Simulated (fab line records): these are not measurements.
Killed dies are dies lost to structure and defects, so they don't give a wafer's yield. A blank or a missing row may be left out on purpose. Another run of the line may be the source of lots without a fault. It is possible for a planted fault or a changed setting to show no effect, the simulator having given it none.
What tool caused it? / flow nand-harc / 24 lots with 72 wafers sampled at 2 steps, on a route of 1159 steps

## WHAT THE GAUGES SHOWED, per wafer
NHARC_P_STI_CD_MEAS_16. Usual: cd-nm 198.9 nm, standard deviation 1.8.
lot=L074; measured=day 2 14:19; on=cd-sem-02; cd-nm (nm)=198.5 198.9 200.6; flag=
lot=L075; measured=day 2 14:28; on=cd-sem-02; cd-nm (nm)=198.7 199.7 202.6; flag=
lot=L076; measured=day 3 01:31; on=cd-sem-03; cd-nm (nm)=192.9 198.1 199.5; flag=
lot=L077; measured=day 3 06:25; on=cd-sem-03; cd-nm (nm)=199.9 198.7 198.5; flag=
lot=L078; measured=day 3 12:48; on=cd-sem-03; cd-nm (nm)=202.7 197.7 198.2; flag=
lot=L079; measured=day 3 21:30; on=cd-sem-01; cd-nm (nm)=199.8 199.1 202.0; flag=
lot=L080; measured=day 3 21:11; on=cd-sem-02; cd-nm (nm)=198.5 197.5 199.2; flag=
lot=L081; measured=day 4 06:07; on=cd-sem-03; cd-nm (nm)=200.4 198.3 198.9; flag=
lot=L082; measured=day 4 11:31; on=cd-sem-02; cd-nm (nm)=201.7 201.0 200.8; flag=
lot=L083; measured=day 4 18:15; on=cd-sem-03; cd-nm (nm)=197.4 197.3 198.2; flag=
lot=L084; measured=day 5 03:02; on=cd-sem-02; cd-nm (nm)=202.5 201.1 201.1; flag=
lot=L085; measured=day 5 03:28; on=cd-sem-02; cd-nm (nm)=199.1 198.1 196.1; flag=
lot=L086; measured=day 5 12:58; on=cd-sem-03; cd-nm (nm)=200.1 196.2 198.7; flag=
lot=L087; measured=day 5 17:11; on=cd-sem-02; cd-nm (nm)=196.3 198.4 196.7; flag=
lot=L088; measured=day 6 01:08; on=cd-sem-03; cd-nm (nm)=197.3 196.2 197.9; flag=
lot=L089; measured=day 6 09:11; on=cd-sem-02; cd-nm (nm)=197.3 196.8 200.0; flag=
lot=L090; measured=day 6 09:00; on=cd-sem-02; cd-nm (nm)=196.1 200.6 199.1; flag=
lot=L091; measured=day 6 17:21; on=cd-sem-03; cd-nm (nm)=197.9 199.4 198.5; flag=
lot=L092; measured=day 6 23:28; on=cd-sem-01; cd-nm (nm)=197.0 198.6 198.9; flag=
lot=L093; measured=day 7 07:43; on=cd-sem-02; cd-nm (nm)=198.4 199.4 199.8; flag=
lot=L094; measured=day 7 11:48; on=cd-sem-03; cd-nm (nm)=198.0 198.9 196.5; flag=
lot=L095; measured=day 7 17:40; on=cd-sem-03; cd-nm (nm)=201.2 201.0 199.1; flag=
lot=L096; measured=day 8 00:40; on=cd-sem-01; cd-nm (nm)=197.2 201.3 198.1; flag=
lot=L097; measured=day 8 05:34; on=cd-sem-02; cd-nm (nm)=197.2 194.3 200.0; flag=

## WHICH TOOL RAN EACH LOT (tool, then ch and the chambers of the sampled wafers, then the start)
lot=L074; NHARC_P_ZERO_WELL_ETCH_62=rie-diel-13 ch 0,1,2, day 2 14:19 or earlier
lot=L075; NHARC_P_ZERO_WELL_ETCH_62=rie-diel-13 ch 0,1,3, day 2 14:28 or earlier
lot=L076; NHARC_P_ZERO_WELL_ETCH_62=rie-diel-02 ch 0,1,3, day 3 01:31 or earlier
lot=L077; NHARC_P_ZERO_WELL_ETCH_62=rie-diel-13 ch 2,3, day 3 06:25 or earlier
lot=L078; NHARC_P_ZERO_WELL_ETCH_62=rie-diel-13 ch 2,3, day 3 12:48 or earlier
lot=L079; NHARC_P_ZERO_WELL_ETCH_62=rie-diel-02 ch 1,3, day 3 21:30 or earlier
lot=L080; NHARC_P_ZERO_WELL_ETCH_62=rie-diel-02 ch 0,1, day 3 21:11 or earlier
lot=L081; NHARC_P_ZERO_WELL_ETCH_62=rie-diel-02 ch 1,2,3, day 4 06:07 or earlier
lot=L082; NHARC_P_ZERO_WELL_ETCH_62=rie-diel-13 ch 0,3, day 4 11:31 or earlier
lot=L083; NHARC_P_ZERO_WELL_ETCH_62=rie-diel-13 ch 2,3, day 4 18:15 or earlier
lot=L084; NHARC_P_ZERO_WELL_ETCH_62=rie-diel-13 ch 0,1,2, day 5 03:02 or earlier
lot=L085; NHARC_P_ZERO_WELL_ETCH_62=rie-diel-13 ch 0,1,3, day 5 03:28 or earlier
lot=L086; NHARC_P_ZERO_WELL_ETCH_62=rie-diel-02 ch 1,2,3, day 5 12:58 or earlier
lot=L087; NHARC_P_ZERO_WELL_ETCH_62=rie-diel-09 ch 0,1,3, day 5 17:11 or earlier
lot=L088; NHARC_P_ZERO_WELL_ETCH_62=rie-diel-13 ch 1,2,3, day 6 01:08 or earlier
lot=L089; NHARC_P_ZERO_WELL_ETCH_62=rie-diel-09 ch 1,2, day 6 09:11 or earlier
lot=L090; NHARC_P_ZERO_WELL_ETCH_62=rie-diel-02 ch 0,1, day 6 09:00 or earlier
lot=L091; NHARC_P_ZERO_WELL_ETCH_62=rie-diel-09 ch 0,1,3, day 6 17:21 or earlier
lot=L092; NHARC_P_ZERO_WELL_ETCH_62=rie-diel-13 ch 0,3, day 6 23:28 or earlier
lot=L093; NHARC_P_ZERO_WELL_ETCH_62=rie-diel-02 ch 1,2,3, day 7 07:43 or earlier
lot=L094; NHARC_P_ZERO_WELL_ETCH_62=rie-diel-13 ch 0,2, day 7 11:48 or earlier
lot=L095; NHARC_P_ZERO_WELL_ETCH_62=rie-diel-09 ch 0,2, day 7 17:40 or earlier
lot=L096; NHARC_P_ZERO_WELL_ETCH_62=rie-diel-13 ch 0,1,3, day 8 00:40 or earlier
lot=L097; NHARC_P_ZERO_WELL_ETCH_62=rie-diel-09 ch 0,1,2, day 8 05:34 or earlier
- NHARC_P_ZERO_WELL_ETCH_62: etches the open film in CHF3/Ar, target depth 13 nm, time 6.5 s.

## AS READ BY THE TOOLS THEMSELVES (means over the sampled wafers that have a number; for cases with no such wafer, the mark the record gives instead)
NHARC_P_ZERO_WELL_ETCH_62. Usual: drypump-motor-current-A 5.6 A, standard deviation 0.41; oes-product-au 0.962 a.u., standard deviation 0.018; rf-vpp-V 370.9 V, standard deviation 2.6; showerhead-plenum-p-Torr 2.36 Torr, standard deviation 0.11; throttle-valve-pct 20.217 %, standard deviation 0.0086.
lot=L074; tool=rie-diel-13; drypump-motor-current-A (A)=5.5; oes-product-au (a.u.)=0.970; rf-vpp-V (V)=372.3; showerhead-plenum-p-Torr (Torr)=2.43; throttle-valve-pct (%)=20.216; flag=
lot=L075; tool=rie-diel-13; drypump-motor-current-A (A)=5.5; oes-product-au (a.u.)=0.972; rf-vpp-V (V)=370.9; showerhead-plenum-p-Torr (Torr)=2.33; throttle-valve-pct (%)=20.218; flag=
lot=L076; tool=rie-diel-02; drypump-motor-current-A (A)=5.5; oes-product-au (a.u.)=0.965; rf-vpp-V (V)=368.5; showerhead-plenum-p-Torr (Torr)=2.26; throttle-valve-pct (%)=20.225; flag=
lot=L077; tool=rie-diel-13; drypump-motor-current-A (A)=5.9; oes-product-au (a.u.)=0.960; rf-vpp-V (V)=372.4; showerhead-plenum-p-Torr (Torr)=2.42; throttle-valve-pct (%)=20.222; flag=
lot=L078; tool=rie-diel-13; drypump-motor-current-A (A)=5.9; oes-product-au (a.u.)=0.954; rf-vpp-V (V)=373.2; showerhead-plenum-p-Torr (Torr)=2.42; throttle-valve-pct (%)=20.222; flag=
lot=L079; tool=rie-diel-02; drypump-motor-current-A (A)=5.7; oes-product-au (a.u.)=0.968; rf-vpp-V (V)=369.4; showerhead-plenum-p-Torr (Torr)=2.28; throttle-valve-pct (%)=20.225; flag=
lot=L080; tool=rie-diel-02; drypump-motor-current-A (A)=5.7; oes-product-au (a.u.)=0.961; rf-vpp-V (V)=368.2; showerhead-plenum-p-Torr (Torr)=2.22; throttle-valve-pct (%)=20.207; flag=
lot=L081; tool=rie-diel-02; drypump-motor-current-A (A)=5.7; oes-product-au (a.u.)=0.958; rf-vpp-V (V)=369.6; showerhead-plenum-p-Torr (Torr)=2.33; throttle-valve-pct (%)=20.213; flag=
lot=L082; tool=rie-diel-13; drypump-motor-current-A (A)=5.7; oes-product-au (a.u.)=0.978; rf-vpp-V (V)=369.5; showerhead-plenum-p-Torr (Torr)=2.29; throttle-valve-pct (%)=20.221; flag=
lot=L083; tool=rie-diel-13; drypump-motor-current-A (A)=5.9; oes-product-au (a.u.)=0.972; rf-vpp-V (V)=371.9; showerhead-plenum-p-Torr (Torr)=2.42; throttle-valve-pct (%)=20.218; flag=
lot=L084; tool=rie-diel-13; drypump-motor-current-A (A)=5.5; oes-product-au (a.u.)=0.971; rf-vpp-V (V)=373.1; showerhead-plenum-p-Torr (Torr)=2.43; throttle-valve-pct (%)=20.213; flag=
lot=L085; tool=rie-diel-13; drypump-motor-current-A (A)=5.5; oes-product-au (a.u.)=0.936; rf-vpp-V (V)=370.6; showerhead-plenum-p-Torr (Torr)=2.33; throttle-valve-pct (%)=20.217; flag=
lot=L086; tool=rie-diel-02; drypump-motor-current-A (A)=5.7; oes-product-au (a.u.)=0.961; rf-vpp-V (V)=370.3; showerhead-plenum-p-Torr (Torr)=2.33; throttle-valve-pct (%)=20.212; flag=
lot=L087; tool=rie-diel-09; drypump-motor-current-A (A)=6.1; oes-product-au (a.u.)=0.970; rf-vpp-V (V)=370.2; showerhead-plenum-p-Torr (Torr)=2.33; throttle-valve-pct (%)=20.221; flag=
lot=L088; tool=rie-diel-13; drypump-motor-current-A (A)=5.7; oes-product-au (a.u.)=0.968; rf-vpp-V (V)=370.8; showerhead-plenum-p-Torr (Torr)=2.36; throttle-valve-pct (%)=20.216; flag=
lot=L089; tool=rie-diel-09; drypump-motor-current-A (A)=6.0; oes-product-au (a.u.)=0.973; rf-vpp-V (V)=373.4; showerhead-plenum-p-Torr (Torr)=2.47; throttle-valve-pct (%)=20.223; flag=
lot=L090; tool=rie-diel-02; drypump-motor-current-A (A)=5.4; oes-product-au (a.u.)=0.954; rf-vpp-V (V)=367.0; showerhead-plenum-p-Torr (Torr)=2.23; throttle-valve-pct (%)=20.220; flag=
lot=L091; tool=rie-diel-09; drypump-motor-current-A (A)=6.1; oes-product-au (a.u.)=0.964; rf-vpp-V (V)=369.7; showerhead-plenum-p-Torr (Torr)=2.33; throttle-valve-pct (%)=20.210; flag=
lot=L092; tool=rie-diel-13; drypump-motor-current-A (A)=5.6; oes-product-au (a.u.)=0.969; rf-vpp-V (V)=370.6; showerhead-plenum-p-Torr (Torr)=2.37; throttle-valve-pct (%)=20.221; flag=
lot=L093; tool=rie-diel-02; drypump-motor-current-A (A)=5.7; oes-product-au (a.u.)=0.967; rf-vpp-V (V)=369.2; showerhead-plenum-p-Torr (Torr)=2.33; throttle-valve-pct (%)=20.220; flag=
lot=L094; tool=rie-diel-13; drypump-motor-current-A (A)=5.7; oes-product-au (a.u.)=0.915; rf-vpp-V (V)=373.8; showerhead-plenum-p-Torr (Torr)=2.49; throttle-valve-pct (%)=20.224; flag=
lot=L095; tool=rie-diel-09; drypump-motor-current-A (A)=5.9; oes-product-au (a.u.)=0.961; rf-vpp-V (V)=370.2; showerhead-plenum-p-Torr (Torr)=2.32; throttle-valve-pct (%)=20.213; flag=
lot=L096; tool=rie-diel-13; drypump-motor-current-A (A)=5.5; oes-product-au (a.u.)=0.957; rf-vpp-V (V)=370.9; showerhead-plenum-p-Torr (Torr)=2.33; throttle-valve-pct (%)=20.213; flag=
lot=L097; tool=rie-diel-09; drypump-motor-current-A (A)=6.0; oes-product-au (a.u.)=0.961; rf-vpp-V (V)=370.8; showerhead-plenum-p-Torr (Torr)=2.39; throttle-valve-pct (%)=20.218; flag=

## THE ANSWER, worked out from the rows above alone
Rule: take the mean of a lot's wafers that have a number; if it is more than 3 standard deviations from the usual mean, the lot is off. A lot without any number at a reading at which 4 lots or more have one is off too. Any other lot the step has rows for is counted as sound. Order of review: gauges by route order, followed by the tools' own readings, for which a lot's mean as printed above is used. At the first step where some lot is off, the reading lying furthest off is the one used; lots without a number count as furthest.
No lot is off on any of the readings shown, so nothing can be concluded from this.

## WHAT WAS PUT IN BY THE SIMULATOR
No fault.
